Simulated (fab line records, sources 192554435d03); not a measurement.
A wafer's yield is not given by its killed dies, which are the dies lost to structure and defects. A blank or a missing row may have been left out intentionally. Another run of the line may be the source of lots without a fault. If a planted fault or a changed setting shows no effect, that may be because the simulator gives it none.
Problem report in the 8D (eight disciplines) form, filled by code | flow n5-finfet | the parts of the form that need people (team, actions taken, sign-off) are left out

== 1. PROBLEM STATEMENT ==
Across 6 wafers from 2 lots, M0_CUT1_OVL at N5_BEOL_M0_SAQP_OVL_MEAS_41 averages 7.8 nm, while fault-free wafers read -0.2 nm with a standard deviation of 0.73. Measured from the usual mean, that is +11 standard deviations.
The first sign was on wafer L928.2 at day 10 06:12, on overlay-01. The record holds 27 wafers of 10 lots with a number at this step. Rule for "out" (also "out of limits"): further than 4 standard deviations from the usual mean. The other wafers with a number count as sound.

== 2. WHAT IT IS, AND WHAT IT ISN'T ==
question                    | is                     | is not
which readings at this step | M0_CUT1_OVL            | -
which lots                  | L928, L930             | L913, L914, L916, L917, L919, L920, L921, L932
which wafers of those lots  | all that have a number | -
read on which gauges        | overlay-01, overlay-02 | -
when                        | from day 10 06:12      | up to then (19 sound wafers); but 2 sound wafers of L932 came after

== 3. SUSPECTS, AND WHAT RULES EACH OUT ==
Counting: a tool stays on the suspect list if, at a process step up to the reading, it processed all lots that are out and no sound lot following the first of them.
- the gauge at N5_BEOL_M0_SAQP_OVL_MEAS_41 is ruled out. The wafers that are out were read on 2 gauges (overlay-01, overlay-02).
- euv-scanner-01 at N5_BEOL_M0_SAQP_EXPOSE_37 (exposes mask M0 CUT1, target cd 30 nm): kept. Every lot that is out went through it, starting with L928 (day 10 06:02), and after that it ran no sound lot; the last sound lot it ran before then is L921 (day 8 10:19).
Left after counting: euv-scanner-01 at N5_BEOL_M0_SAQP_EXPOSE_37.

== 4. THE CAUSE (what the simulator had put in) ==
Scanner matching overlay: euv-scanner-01, from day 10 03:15 on, at N5_BEOL_M0_SAQP_EXPOSE_37. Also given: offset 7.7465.
The count eliminated every tool but this one.

== 5. THE EFFECT CHAIN, in route order ==
One row per reading whose mean, taken over the struck wafers that have a number, lies over 3 standard deviations from the usual. Scope: only readings with a usual standard deviation given in the record; hours: median across lots of the time from each lot's start at the first step in this table that gives one to its start at this step; sigmas: change in usual standard deviations.
hours | step                        | reading              | usual   | on struck wafers | change | sigmas
0     | N5_BEOL_M0_SAQP_OVL_MEAS_41 | M0_CUT1_OVL          | -0.2 nm | 7.8              | +8.0   | +11
170   | N5_PASSIVATION_PROBE_49     | defect-limited-yield | 91.2 %  | 15.0             | -76.2  | -51
170   | N5_PASSIVATION_PROBE_49     | killed_at_M0_to_M3   | 36      | 931              | +895   | +90
170   | N5_PASSIVATION_PROBE_49     | killed-dies          | 104     | 1003             | +899   | +53
170   | N5_PASSIVATION_PROBE_49     | killed-on-rim        | 14      | 128              | +114   | +32
170   | N5_PASSIVATION_PROBE_49     | sort_bin_5_function  | 5.1 %   | 42.9             | +37.8  | +42
170   | N5_PASSIVATION_PROBE_49     | sort-n-pass          | 1076    | 177              | -899   | -53
170   | N5_PASSIVATION_PROBE_49     | sort-yield-pct       | 91.2 %  | 15.0             | -76.2  | -51
Process steps it contains:
- N5_PASSIVATION_PROBE_49
At these later measuring or inspecting steps, every struck wafer for which the step has a row has a number for every such reading, and none has moved that far: N5_BEOL_M4_RC_MEAS_101.

== 6. WHAT WOULD HAVE CAUGHT IT SOONER ==
The first out-of-limits reading at a measuring or inspecting step in this record came at day 10 06:12, 3 hours after the fault's start at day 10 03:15.
Among the 2 lots that are out, L930 began N5_BEOL_M0_SAQP_EXPOSE_37 on euv-scanner-01 after day 10 06:12. Putting the tool on hold at that point would have spared it.
